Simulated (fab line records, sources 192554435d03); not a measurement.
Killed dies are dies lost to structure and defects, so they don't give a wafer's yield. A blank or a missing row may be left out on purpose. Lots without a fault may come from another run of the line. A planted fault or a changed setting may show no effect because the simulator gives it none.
fab line records | flow n5_finfet
record lots=24 wafers=72 last_day=19
route steps=1938 shown BEOL_M8@1368 BEOL_M9@1416
lots that met no fault: from a run of the same line without faults
start_h: hours from the record's first day to the start of the lot's first wafer shown | wait_h: hours since the lot's step before | " the same as in the row above | L1.1+2: a row that stands for several wafers | - no value, or no start given | * or withheld: withheld | < > ~ a bound
route shown NAME@n: a module of which the file shows steps, and the number in the route of the first | usual: mean/standard deviation of fault-free wafers | same: alike in all rows | chamber/n: place in a boat | sites: the reading at each site | _std_site: their standard deviation | _edge_site: outer sites' mean less inner sites' | radius_mm: how far each site lies from the wafer's centre | mask NAME#n: copy n | behind: the tool/chamber that last shaped the wafer | hold: why the lot was held/for how many hours/how that ended | device: the transistor (n, p or np) that didn't switch | end of line: the same wafers' tests at the end of the route | a step without rows: its recipe alone | killed: dies lost to structure and defects at the first sort, not the wafer's yield | map: a wafer's dies, x killed, . not, _ none there
set.NAME: the setting as run; set.NAME@STEP: as run at that earlier step | model.NAME: the simulator's own value behind a step, which no gauge read
steps of the route over a sample of lots; a table a step, a row a wafer
services: from which hour (start_h, from the record's first day; less than 0 if before it) a tool's chamber was out of use, for how many hours, and why
## steps
# step N5_BEOL_M8_DESCUM_33
# recipe chemistry=O2 time_s=7 source_power_w=50 bias_power_w=20 pressure_mtorr=20 rf_frequency_hz=2.712e+07 temp_c=40 resist=CAR-EUV o2_flow_sccm=225
# usual drypump_motor_current_A=5.9/0.43 oes_product_au=0.81/0.076 rf_vpp_V=243.1/1.5 showerhead_plenum_p_Torr=2.10/0.081 throttle_valve_pct=20.41/0.21
# columns lot.wafer tool chamber start_h wait_h drypump_motor_current_A oes_product_au rf_hours_counter_h rf_vpp_V showerhead_plenum_p_Torr throttle_valve_pct
L074.1 rie_diel-04 2 196.77 0.0 6.3 0.71 208 242.7 1.99 20.88
L074.3 " 3 " " 5.3 0.88 37 243.1 2.04 20.11
L074.5 " 2 " " 6.3 0.71 - 241.2 1.99 20.89
L076.3 rie_diel-02 0 205.86 0.1 6.4 0.73 198 240.4 1.99 20.60
L076.4 " 3 " " 6.4 0.89 49 243.1 2.12 20.37
L076.6 " 3 " " 6.3 0.89 - 243.4 2.12 20.38
L075.2 rie_diel-04 3 207.17 0.0 5.3 0.88 40 243.8 2.04 20.12
L075.4 " 0 " " 6.3 0.94 21 243.8 2.07 20.23
L075.5 " 2 " " 6.3 0.71 - 240.6 1.99 20.89
L077.2 rie_diel-03 3 213.81 0.0 5.4 0.82 60 244.0 2.21 20.17
L077.4 " 1 " " 5.9 0.84 70 244.0 2.12 20.61
L077.5 " 0 " " 5.7 0.69 - 240.6 1.97 20.65
L078.1 rie_diel-03 2 215.03 0.0 5.1 0.70 214 242.0 2.07 20.38
L078.3 " 3 " " 5.4 0.82 60 244.3 2.21 20.17
L078.5 " 0 " " 5.7 0.69 - 240.0 1.97 20.63
L079.1 rie_diel-03 2 220.51 0.0 5.1 0.70 216 241.6 2.06 20.39
L079.2 " 3 " " 5.4 0.81 62 244.7 2.21 20.16
L079.6 " 2 " " 5.1 0.69 - 242.3 2.07 20.39
L080.2 rie_diel-03 3 223.30 0.1 5.4 0.81 64 245.6 2.21 20.18
L080.3 " 1 " " 5.9 0.82 74 244.8 2.11 20.63
L080.4 " 3 " " 5.4 0.81 - 245.8 2.21 20.18
L082.2 rie_diel-02 3 226.26 0.0 6.3 0.87 57 244.2 2.12 20.39
L082.3 " 2 " " 6.0 0.78 150 244.1 2.19 20.33
L082.4 " 0 " " 6.4 0.71 206 242.4 1.99 20.60
L081.2 rie_diel-02 1 229.55 0.0 6.2 0.88 32 244.9 2.23 20.22
L081.3 " 3 " " 6.3 0.88 58 243.9 2.12 20.41
L081.5 " 0 " " 6.4 0.71 - 241.0 1.99 20.61
L083.1 rie_diel-02 0 231.66 0.0 6.4 0.72 208 241.3 1.99 20.61
L083.2 " 3 " " 6.3 0.87 59 243.3 2.12 20.39
L083.4 " 1 " " 6.2 0.86 32 244.1 2.23 20.22
L084.1 rie_diel-04 0 239.51 0.0 6.3 0.91 32 241.9 2.06 20.23
L084.2 " 1 " " 6.3 0.87 62 243.5 2.11 20.36
L084.4 " 2 " " 6.3 0.69 224 241.0 1.98 20.92
L088.2 rie_diel-04 3 318.10 0.0 5.3 0.82 72 242.4 2.03 20.18
L088.3 " 2 " " 6.3 0.68 244 240.4 1.97 20.93
L088.5 " 0 " " 6.3 0.89 - 240.0 2.06 20.27
L094.3 rie_diel-04 0 323.70 0.0 6.3 0.87 53 241.3 2.06 20.26
L094.4 " 3 " " 5.4 0.82 74 242.3 2.03 20.20
L094.5 " 2 " " 6.3 0.68 - 241.7 1.97 20.95
L095.2 rie_diel-02 2 323.75 0.0 6.0 0.75 184 245.0 2.18 20.38
L095.5 " 0 " " 6.3 0.68 - 240.4 1.98 20.66
L095.6 " 3 " " 6.3 0.84 - 242.1 2.10 20.46
L090.1 rie_diel-04 1 328.15 0.0 6.3 0.84 87 243.4 2.10 20.41
L090.3 " 2 " " 6.3 0.68 247 240.3 1.97 20.93
L090.6 " 0 " " 6.3 0.87 - 241.1 2.06 20.27
L085.2 rie_diel-02 3 328.19 0.0 6.3 0.82 91 243.0 2.10 20.44
L085.4 " 0 " " 6.4 0.68 239 240.3 1.98 20.65
L085.6 " 1 " " 6.2 0.82 - 243.2 2.22 20.27
L089.3 rie_diel-04 0 337.70 0.1 6.3 0.86 57 241.4 2.05 20.27
L089.5 " 1 " " 6.3 0.83 - 244.9 2.10 20.39
L089.6 " 3 " " 5.3 0.82 - 242.4 2.03 20.18
L092.2 rie_diel-03 2 344.10 0.0 5.1 0.95 2 242.5 2.05 20.11
L092.4 " 0 " " 5.7 0.93 28 244.9 2.23 20.35
L092.6 " 2 " " 5.1 0.95 - 242.8 2.05 20.12
L091.1 rie_diel-04 3 347.38 0.0 5.4 0.82 82 243.2 2.03 20.21
L091.2 " 1 " " 6.3 0.84 93 242.3 2.10 20.39
L091.3 " 0 " " 6.3 0.87 61 242.4 2.05 20.28
L093.2 rie_diel-03 0 356.48 0.0 5.7 0.92 31 245.6 2.22 20.35
L093.3 " 1 " " 5.9 0.78 119 243.1 2.10 20.70
L093.6 " 0 " " 5.7 0.92 - 243.8 2.22 20.34
L087.1 rie_diel-03 2 356.88 0.3 5.1 0.93 6 242.3 2.05 20.13
L087.2 " 1 " " 5.9 0.77 119 241.2 2.10 20.70
L087.3 " 0 " " 5.7 0.92 31 245.7 2.22 20.33
L096.1 rie_diel-02 2 359.86 0.3 6.0 0.74 194 243.8 2.17 20.41
L096.4 " 3 " " 6.4 0.82 101 243.8 2.10 20.47
L096.5 " 0 " " 6.4 0.68 - 241.8 1.97 20.67
L086.3 rie_diel-04 1 371.17 0.0 6.3 0.83 101 242.6 2.10 20.42
L086.4 " 2 " " 6.3 0.95 4 244.8 2.23 20.63
L086.5 " 2 " " 6.3 0.96 - 244.2 2.23 20.65
L097.1 rie_diel-03 2 372.18 0.0 5.1 0.91 12 242.6 2.05 20.13
L097.3 " 3 " " 5.4 0.76 114 243.1 2.19 20.24
L097.6 " 1 " " 5.9 0.77 - 243.8 2.10 20.72
# step N5_BEOL_M8_STRIP_36
# recipe chemistry=N2/H2 power_w=450 temp_c=40 pressure_mtorr=20 rf_frequency_hz=6e+07 overash_fraction=0.3 bias_power_w=7 h2_frac=0.5 n2_flow_sccm=200 h2_flow_sccm=200
# usual drypump_motor_current_A=5.9/0.43 n2_flow_sccm=200.1/0.64 oes_product_au=0.81/0.076 power_w=450.1/1.3 rf_vpp_V=59.2/1.5 showerhead_plenum_p_Torr=2.55/0.1 throttle_valve_pct=23.60/0.28
# columns lot.wafer tool chamber start_h wait_h drypump_motor_current_A n2_flow_sccm oes_product_au power_w rf_hours_counter_h rf_vpp_V showerhead_plenum_p_Torr throttle_valve_pct
L074.1 rie_diel-04 2 197.00 0.0 6.3 200.3 0.71 449.8 208 58.7 2.40 23.92
L074.3 " 3 " " 5.4 199.1 0.88 451.8 37 61.7 2.47 23.12
L074.5 " 2 " " 6.3 200.4 0.71 451.0 - 58.4 2.40 23.90
L076.3 rie_diel-02 0 206.09 0.0 6.4 200.1 0.73 446.8 198 59.6 2.42 23.99
L076.4 " 3 " " 6.4 199.4 0.89 450.0 49 58.5 2.60 23.98
L076.6 " 3 " " 6.4 200.0 0.88 449.0 - 56.2 2.60 23.99
L075.2 rie_diel-04 3 207.41 0.0 5.3 199.2 0.88 450.4 41 58.3 2.47 23.11
L075.4 " 0 " " 6.3 200.3 0.94 448.4 21 55.0 2.48 23.16
L075.5 " 2 " " 6.3 200.5 0.70 451.0 - 57.7 2.40 23.94
L077.2 rie_diel-03 3 214.04 0.0 5.4 200.2 0.82 448.0 60 60.0 2.69 23.45
L077.4 " 1 " " 5.8 198.6 0.84 451.0 70 61.6 2.56 23.53
L077.5 " 0 " " 5.7 199.4 0.69 447.9 - 57.7 2.38 23.73
L078.1 rie_diel-03 2 215.26 0.0 5.1 199.4 0.72 449.9 214 58.1 2.53 24.00
L078.3 " 3 " " 5.4 200.1 0.83 449.0 60 60.0 2.69 23.44
L078.5 " 0 " " 5.7 200.0 0.69 449.9 - 57.0 2.38 23.73
L079.1 rie_diel-03 2 220.75 0.0 5.1 199.7 0.69 448.8 216 58.9 2.53 23.99
L079.2 " 3 " " 5.5 200.8 0.82 447.6 63 58.1 2.69 23.47
L079.6 " 2 " " 5.2 200.0 0.70 449.7 - 57.6 2.53 24.02
L080.2 rie_diel-03 3 223.53 0.0 5.4 199.7 0.82 451.1 64 62.8 2.69 23.46
L080.3 " 1 " " 5.9 201.4 0.81 451.5 74 60.5 2.56 23.56
L080.4 " 3 " " 5.4 200.5 0.81 449.5 - 60.8 2.69 23.46
L082.2 rie_diel-02 3 226.49 0.0 6.3 200.7 0.89 450.4 57 56.5 2.59 23.97
L082.3 " 2 " " 6.0 199.3 0.77 448.4 151 59.2 2.64 23.47
L082.4 " 0 " " 6.4 199.4 0.71 450.2 206 60.2 2.42 23.97
L081.2 rie_diel-02 1 229.78 0.0 6.2 200.8 0.85 448.3 32 57.5 2.71 23.51
L081.3 " 3 " " 6.3 200.5 0.88 450.1 58 57.5 2.59 23.98
L081.5 " 0 " " 6.4 200.5 0.71 451.6 - 59.9 2.42 23.97
L083.1 rie_diel-02 0 231.89 0.0 6.4 200.3 0.71 451.3 208 59.8 2.42 23.97
L083.2 " 3 " " 6.3 200.9 0.87 449.9 59 59.9 2.59 23.99
L083.4 " 1 " " 6.2 201.3 0.87 450.0 32 58.4 2.71 23.55
L084.1 rie_diel-04 0 239.74 0.0 6.3 198.8 0.90 450.9 32 59.8 2.47 23.21
L084.2 " 1 " " 6.3 199.4 0.87 451.8 62 60.1 2.58 23.48
L084.4 " 2 " " 6.3 200.6 0.69 451.0 224 59.6 2.40 23.92
L088.2 rie_diel-04 3 318.33 0.0 5.3 199.7 0.82 452.2 72 57.0 2.46 23.14
L088.3 " 2 " " 6.3 200.0 0.68 451.9 244 58.4 2.39 23.93
L088.5 " 0 " " 6.3 200.2 0.88 449.4 - 59.2 2.46 23.22
L094.3 rie_diel-04 0 323.93 0.0 6.3 200.8 0.86 451.4 53 59.1 2.46 23.21
L094.4 " 3 " " 5.3 200.4 0.82 449.5 75 57.8 2.46 23.13
L094.5 " 2 " " 6.3 200.1 0.68 448.2 - 59.5 2.39 23.96
L095.2 rie_diel-02 2 323.98 0.0 6.0 199.7 0.73 451.5 184 59.7 2.63 23.46
L095.5 " 0 " " 6.4 199.6 0.69 451.4 - 59.6 2.41 24.03
L095.6 " 3 " " 6.4 199.4 0.83 450.0 - 58.5 2.58 24.04
L090.1 rie_diel-04 1 328.38 0.0 6.3 200.4 0.83 449.8 87 58.5 2.56 23.53
L090.3 " 2 " " 6.3 199.9 0.68 452.5 248 56.1 2.39 23.91
L090.6 " 0 " " 6.3 201.3 0.88 450.1 - 61.4 2.46 23.20
L085.2 rie_diel-02 3 328.43 0.0 6.3 199.1 0.83 449.8 91 61.0 2.58 24.00
L085.4 " 0 " " 6.4 200.1 0.70 450.6 239 59.3 2.40 24.04
L085.6 " 1 " " 6.2 198.9 0.83 448.9 - 56.8 2.70 23.59
L089.3 rie_diel-04 0 337.93 0.0 6.3 200.2 0.87 449.7 57 57.5 2.46 23.26
L089.5 " 1 " " 6.3 199.7 0.84 448.9 - 56.5 2.56 23.50
L089.6 " 3 " " 5.3 200.4 0.81 450.8 - 58.2 2.45 23.14
L092.2 rie_diel-03 2 344.33 0.0 5.1 199.6 0.97 449.1 2 59.8 2.51 23.79
L092.4 " 0 " " 5.7 199.9 0.94 450.0 28 61.4 2.68 23.52
L092.6 " 2 " " 5.1 199.1 0.97 448.8 - 60.4 2.51 23.83
L091.1 rie_diel-04 3 347.61 0.0 5.3 198.8 0.81 449.2 82 60.0 2.45 23.16
L091.2 " 1 " " 6.3 199.9 0.82 450.2 93 58.9 2.56 23.56
L091.3 " 0 " " 6.3 199.7 0.86 452.0 61 60.8 2.46 23.23
L093.2 rie_diel-03 0 356.71 0.0 5.7 201.4 0.91 451.2 31 61.8 2.68 23.52
L093.3 " 1 " " 5.9 200.3 0.77 451.4 119 57.7 2.54 23.61
L093.6 " 0 " " 5.7 200.7 0.92 449.4 - 61.0 2.68 23.49
L087.1 rie_diel-03 2 357.11 0.0 5.1 200.5 0.93 451.1 6 58.7 2.51 23.87
L087.2 " 1 " " 5.9 200.8 0.78 451.9 119 58.8 2.54 23.61
L087.3 " 0 " " 5.7 200.3 0.91 448.9 31 59.7 2.68 23.50
L096.1 rie_diel-02 2 360.09 0.0 6.0 200.3 0.74 451.0 194 59.9 2.62 23.50
L096.4 " 3 " " 6.4 200.3 0.83 448.9 101 56.5 2.57 24.04
L096.5 " 0 " " 6.4 200.6 0.68 449.3 - 58.6 2.40 24.04
L086.3 rie_diel-04 1 371.40 0.0 6.3 199.8 0.81 448.6 101 59.1 2.56 23.52
L086.4 " 2 " " 6.3 199.5 0.94 450.3 4 59.2 2.70 23.72
L086.5 " 2 " " 6.3 200.4 0.96 450.8 - 59.1 2.70 23.76
L097.1 rie_diel-03 2 372.41 0.0 5.1 199.6 0.91 449.2 12 58.3 2.51 23.85
L097.3 " 3 " " 5.4 199.8 0.75 451.2 114 58.4 2.67 23.51
L097.6 " 1 " " 5.9 200.1 0.78 448.0 - 61.1 2.53 23.61
# step N5_BEOL_M8_CURE_75
# recipe temp_c=370 time_s=120 ambient=DMADMS/He material=SiCOH_lowk
# usual lamp_power_pct=52.31/0.059 wafer_temp_C_max=372.5/0.85
# columns lot.wafer tool chamber start_h wait_h lamp_power_pct wafer_temp_C_max
L074.1 uv_cure-01 0 197.40 0.0 52.24 373.4
L074.3 " 0 " " 52.31 374.2
L074.5 " 0 " " 52.30 374.1
L076.3 uv_cure-01 1 206.59 0.1 52.41 371.2
L076.4 " 1 " " 52.28 371.9
L076.6 " 1 " " 52.32 371.5
L075.2 uv_cure-03 0 207.85 0.1 52.30 371.9
L075.4 " 0 " " 52.34 372.0
L075.5 " 0 " " 52.36 372.7
L077.2 uv_cure-03 1 214.48 0.1 52.34 372.2
L077.4 " 1 " " 52.30 372.3
L077.5 " 1 " " 52.34 372.0
L078.1 uv_cure-01 2 215.79 0.2 52.30 373.0
L078.3 " 2 " " 52.27 372.4
L078.5 " 2 " " 52.32 372.1
L079.1 uv_cure-01 0 221.33 0.0 52.34 373.4
L079.2 " 0 " " 52.30 373.5
L079.6 " 0 " " 52.29 373.1
L080.2 uv_cure-01 2 223.97 0.1 52.27 373.2
L080.3 " 2 " " 52.27 371.8
L080.4 " 2 " " 52.24 372.5
L082.2 uv_cure-01 0 226.94 0.1 52.29 373.4
L082.3 " 0 " " 52.24 373.9
L082.4 " 0 " " 52.41 373.6
L081.2 uv_cure-02 0 230.23 0.1 52.18 372.2
L081.3 " 0 " " 52.33 371.6
L081.5 " 0 " " 52.37 371.8
L083.1 uv_cure-02 0 232.29 0.0 52.25 371.8
L083.2 " 0 " " 52.24 372.1
L083.4 " 0 " " 52.34 372.8
L084.1 uv_cure-03 2 240.13 0.0 52.29 371.1
L084.2 " 2 " " 52.21 371.3
L084.4 " 2 " " 52.26 371.0
L088.2 uv_cure-01 0 318.77 0.1 52.39 373.0
L088.3 " 0 " " 52.22 373.3
L088.5 " 0 " " 52.25 374.6
L095.2 uv_cure-01 2 324.42 0.1 52.25 371.7
L095.5 " 2 " " 52.36 372.8
L095.6 " 2 " " 52.29 371.9
L094.3 uv_cure-03 0 324.42 0.1 52.35 373.5
L094.4 " 0 " " 52.28 372.6
L094.5 " 0 " " 52.37 373.3
L090.1 uv_cure-01 2 328.78 0.0 52.26 372.9
L090.3 " 2 " " 52.29 372.2
L090.6 " 2 " " 52.38 373.1
L085.2 uv_cure-02 1 328.87 0.1 52.23 372.6
L085.4 " 1 " " 52.29 373.1
L085.6 " 1 " " 52.24 373.3
L089.3 uv_cure-02 1 338.51 0.2 52.29 372.5
L089.5 " 1 " " 52.36 372.4
L089.6 " 1 " " 52.29 372.3
L092.2 uv_cure-02 1 344.77 0.1 52.34 372.7
L092.4 " 1 " " 52.26 372.7
L092.6 " 1 " " 52.34 373.1
L091.1 uv_cure-01 0 348.01 0.0 52.22 373.2
L091.2 " 0 " " 52.41 372.2
L091.3 " 0 " " 52.29 373.1
L093.2 uv_cure-03 2 357.38 0.3 52.30 370.8
L093.3 " 2 " " 52.29 370.7
L093.6 " 2 " " 52.39 370.6
L087.1 uv_cure-03 0 357.63 0.2 52.36 371.6
L087.2 " 0 " " 52.32 372.5
L087.3 " 0 " " 52.29 372.1
L096.1 uv_cure-01 1 360.48 0.0 52.40 371.1
L096.4 " 1 " " 52.24 372.1
L096.5 " 1 " " 52.29 371.8
L086.3 uv_cure-01 0 371.90 0.1 52.40 373.5
L086.4 " 0 " " 52.26 373.5
L086.5 " 0 " " 52.28 373.3
L097.1 uv_cure-01 1 372.81 0.0 52.28 371.7
L097.3 " 1 " " 52.23 371.5
L097.6 " 1 " " 52.36 371.5
# step N5_BEOL_M8_PRE_CLEAN_45
# recipe gas=H2/He time_s=30 temp_c=250
# usual heater_power_w=330/18
# columns lot.wafer tool chamber start_h wait_h heater_power_w
L074.1 pvd_sputter-03 - 197.79 0.0 367
L074.3 " - " " 327
L074.5 " - " " 315
L076.3 pvd_sputter-01 - 207.81 0.0 324
L076.4 " - " " 347
L076.6 " - " " 331
L075.2 pvd_sputter-02 - 208.48 0.0 315
L075.4 " - " " 318
L075.5 " - " " 327
L077.2 pvd_sputter-01 - 214.80 0.0 327
L077.4 " - " " 301
L077.5 " - " " 354
L078.1 pvd_sputter-01 - 216.51 0.0 325
L078.3 " - " " 345
L078.5 " - " " 302
L079.1 pvd_sputter-02 - 221.69 0.0 323
L079.2 " - " " 320
L079.6 " - " " 312
L080.2 pvd_sputter-03 - 224.29 0.0 319
L080.3 " - " " 359
L080.4 " - " " 367
L082.2 pvd_sputter-01 - 227.25 0.0 336
L082.3 " - " " 298
L082.4 " - " " 349
L081.2 pvd_sputter-01 - 230.54 0.0 302
L081.3 " - " " 348
L081.5 " - " " 298
L083.1 pvd_sputter-02 - 232.65 0.0 314
L083.2 " - " " 341
L083.4 " - " " 326
L084.1 pvd_sputter-02 - 240.49 0.0 306
L084.2 " - " " 326
L084.4 " - " " 343
L088.2 pvd_sputter-02 - 319.18 0.0 346
L088.3 " - " " 329
L088.5 " - " " 319
L094.3 pvd_sputter-02 - 324.75 0.0 308
L094.4 " - " " 324
L094.5 " - " " 311
L095.2 pvd_sputter-01 - 324.83 0.0 339
L095.5 " - " " 323
L095.6 " - " " 323
L090.1 pvd_sputter-03 - 329.40 0.0 361
L090.3 " - " " 353
L090.6 " - " " 358
L085.2 pvd_sputter-02 - 329.41 0.0 317
L085.4 " - " " 313
L085.6 " - " " 323
L089.3 pvd_sputter-02 - 338.77 0.0 329
L089.5 " - " " 328
L089.6 " - " " 314
L092.2 pvd_sputter-01 - 345.10 0.0 347
L092.4 " - " " 324
L092.6 " - " " 334
L091.1 pvd_sputter-02 - 348.51 0.0 315
L091.2 " - " " 346
L091.3 " - " " 317
L093.2 pvd_sputter-02 - 357.69 0.0 344
L093.3 " - " " 330
L093.6 " - " " 347
L087.1 pvd_sputter-03 - 358.44 0.0 353
L087.2 " - " " 322
L087.3 " - " " 353
L096.1 pvd_sputter-03 - 365.27 0.0 352
L096.4 " - " " 322
L096.5 " - " " 355
L086.3 pvd_sputter-02 - 372.31 0.0 344
L086.4 " - " " 313
L086.5 " - " " 316
L097.1 pvd_sputter-01 - 374.07 0.0 326
L097.3 " - " " 344
L097.6 " - " " 339
# step N5_BEOL_M8_SPUTTER_48
# recipe material=Cu target_thk_a=100 temp_c=-20 bias_v=60 power_w=26000 chamber_pressure_pa=0.13 time_s=1.667
# usual cathode_dc_power_W=26000/5.4 throttle_valve_pct=29.7/1.1
# columns lot.wafer tool chamber start_h wait_h cathode_dc_power_W throttle_valve_pct
L074.1 pvd_sputter-02 - 198.53 0.2 25995 29.1
L074.3 " - " " 25991 29.3
L074.5 " - " " 26001 29.1
L076.3 pvd_sputter-02 - 208.52 0.1 26001 29.1
L076.4 " - " " 26008 30.6
L076.6 " - " " 26001 29.1
L075.2 pvd_sputter-03 - 209.23 0.3 26006 28.3
L075.4 " - " " 26011 31.2
L075.5 " - " " 26001 30.8
L077.2 pvd_sputter-01 - 215.31 0.1 26005 31.5
L077.4 " - " " 25998 30.3
L077.5 " - " " 26002 30.2
L078.1 pvd_sputter-03 - 217.17 0.1 26001 28.9
L078.3 " - " " 26003 31.2
L078.5 " - " " 25999 28.9
L079.1 pvd_sputter-02 - 222.34 0.1 26000 28.6
L079.2 " - " " 26002 29.1
L079.6 " - " " 25999 28.3
L080.2 pvd_sputter-02 - 224.81 0.1 25996 28.1
L080.3 " - " " 25996 29.4
L080.4 " - " " 25999 30.5
L082.2 pvd_sputter-03 - 227.77 0.1 26003 30.7
L082.3 " - " " 26002 28.9
L082.4 " - " " 25995 31.4
L081.2 pvd_sputter-02 - 231.06 0.1 25993 28.9
L081.3 " - " " 26007 29.3
L081.5 " - " " 26007 29.0
L083.1 pvd_sputter-03 - 233.23 0.1 26001 29.0
L083.2 " - " " 25989 31.5
L083.4 " - " " 25999 31.0
L084.1 pvd_sputter-01 - 241.01 0.1 25996 29.9
L084.2 " - " " 25996 31.2
L084.4 " - " " 26000 30.4
L088.2 pvd_sputter-01 - 319.72 0.1 26008 30.3
L088.3 " - " " 26007 31.4
L088.5 " - " " 26002 30.1
L094.3 pvd_sputter-03 - 325.40 0.1 25989 28.4
L094.4 " - " " 25991 30.9
L094.5 " - " " 25997 28.2
L095.2 pvd_sputter-03 - 326.16 0.1 26000 30.7
L095.5 " - " " 25995 28.9
L095.6 " - " " 25988 28.4
L090.1 pvd_sputter-03 - 329.95 0.1 25994 30.8
L090.3 " - " " 25999 28.1
L090.6 " - " " 25998 28.4
L085.2 pvd_sputter-03 - 330.03 0.2 26003 28.9
L085.4 " - " " 25998 28.9
L085.6 " - " " 25998 28.5
L089.3 pvd_sputter-01 - 342.10 1.8 25999 30.1
L089.5 " - " " 26001 30.3
L089.6 " - " " 26005 29.8
L092.2 pvd_sputter-03 - 345.66 0.1 26008 30.8
L092.4 " - " " 25999 28.6
L092.6 " - " " 25998 31.3
L091.1 pvd_sputter-03 - 349.44 0.2 26011 29.0
L091.2 " - " " 26011 31.4
L091.3 " - " " 25991 28.5
L093.2 pvd_sputter-02 - 359.69 1.1 25990 29.2
L093.3 " - " " 25995 28.2
L093.6 " - " " 26000 30.6
L087.1 pvd_sputter-02 - 360.07 0.1 25998 28.9
L087.2 " - " " 26005 30.5
L087.3 " - " " 26002 29.3
L096.1 pvd_sputter-03 - 365.99 0.1 26002 31.2
L096.4 " - " " 25996 28.3
L096.5 " - " " 26006 30.7
L086.3 pvd_sputter-03 - 373.83 0.1 25999 28.2
L086.4 " - " " 25992 28.8
L086.5 " - " " 26001 30.9
L097.1 pvd_sputter-01 - 374.63 0.1 25997 30.2
L097.3 " - " " 26004 29.9
L097.6 " - " " 25994 31.4
# step N5_BEOL_M9_INSPECT_13
# recipe mode=adi inspect_instrument=brightfield
# usual raw_defect_count=398/84
# columns lot.wafer tool chamber start_h wait_h raw_defect_count
L074.1 defect_inspect-01 - 201.62 0.0 330
L074.3 " - " " 301
L074.5 " - " " 770
L076.3 defect_inspect-02 - 211.05 0.0 300
L076.4 " - " " 363
L076.6 " - " " 410
L075.2 defect_inspect-01 - 211.70 0.0 567
L075.4 " - " " 415
L075.5 " - " " 447
L077.2 defect_inspect-01 - 217.83 0.0 309
L077.4 " - " " 327
L077.5 " - " " 317
L078.1 defect_inspect-01 - 219.78 0.0 521
L078.3 " - " " 391
L078.5 " - " " 372
L079.1 defect_inspect-01 - 224.58 0.0 462
L079.2 " - " " 436
L079.6 " - " " 393
L080.2 defect_inspect-01 - 227.07 0.0 409
L080.3 " - " " 276
L080.4 " - " " 373
L082.2 defect_inspect-01 - 230.00 0.0 425
L082.3 " - " " 632
L082.4 " - " " 467
L081.2 defect_inspect-01 - 234.61 1.3 436
L081.3 " - " " 465
L081.5 " - " " 494
L083.1 defect_inspect-01 - 235.80 0.0 359
L083.2 " - " " 382
L083.4 " - " " 415
L084.1 defect_inspect-01 - 243.24 0.0 231
L084.2 " - " " 412
L084.4 " - " " 304
L088.2 defect_inspect-02 - 322.17 0.0 372
L088.3 " - " " 358
L088.5 " - " " 420
L094.3 defect_inspect-01 - 329.51 0.0 418
L094.4 " - " " 618
L094.5 " - " " 391
L095.2 defect_inspect-01 - 329.61 0.0 329
L095.5 " - " " 313
L095.6 " - " " 306
L090.1 defect_inspect-02 - 333.73 0.0 334
L090.3 " - " " 325
L090.6 " - " " 320
L085.2 defect_inspect-02 - 333.83 0.0 402
L085.4 " - " " 514
L085.6 " - " " 481
L089.3 defect_inspect-01 - 344.66 0.0 409
L089.5 " - " " 367
L089.6 " - " " 475
L092.2 defect_inspect-01 - 348.62 0.0 487
L092.4 " - " " 400
L092.6 " - " " 464
L091.1 defect_inspect-02 - 353.64 0.0 410
L091.2 " - " " 358
L091.3 " - " " 448
L093.2 defect_inspect-01 - 366.08 0.0 421
L093.3 " - " " 438
L093.6 " - " " 444
L087.1 defect_inspect-01 - 366.38 0.0 288
L087.2 " - " " 353
L087.3 " - " " 390
L096.1 defect_inspect-01 - 371.17 0.0 382
L096.4 " - " " 512
L096.5 " - " " 445
L086.3 defect_inspect-02 - 377.99 0.0 412
L086.4 " - " " 441
L086.5 " - " " 394
L097.1 defect_inspect-01 - 378.15 0.0 352
L097.3 " - " " 417
L097.6 " - " " 329
## services
# columns tool chamber start_h hours kind
uv_cure-02 - 173.56 2.8 pm
rie_diel-02 3 179.16 26.0 repair
rie_diel-04 - 181.13 14.6 pm
rie_diel-03 0 229.05 - clean
rie_diel-03 0 229.05 - consumable_replace:focus_ring
rie_diel-03 0 229.05 - consumable_replace:showerhead
rie_diel-03 0 229.05 21.1 scheduled_down
rie_diel-03 0 229.05 21.1 vent_cycle
rie_diel-03 - 246.82 1.1 repair
uv_cure-03 - 252.65 0.8 repair
rie_diel-04 0 253.23 8.6 repair
uv_cure-01 - 272.32 13.0 repair
pvd_sputter-01 - 273.00 6.9 repair
rie_diel-04 - 273.54 1.3 repair
uv_cure-02 - 287.62 10.7 repair
uv_cure-01 - 287.82 0.8 repair
pvd_sputter-01 - 303.61 2.6 repair
rie_diel-04 2 335.69 - clean
rie_diel-04 2 335.69 - consumable_replace:focus_ring
rie_diel-04 2 335.69 - consumable_replace:showerhead
rie_diel-04 2 335.69 20.3 scheduled_down
rie_diel-04 2 335.69 20.3 vent_cycle
pvd_sputter-01 - 340.71 0.5 repair
pvd_sputter-01 - 361.77 2.6 repair
## key
fault none
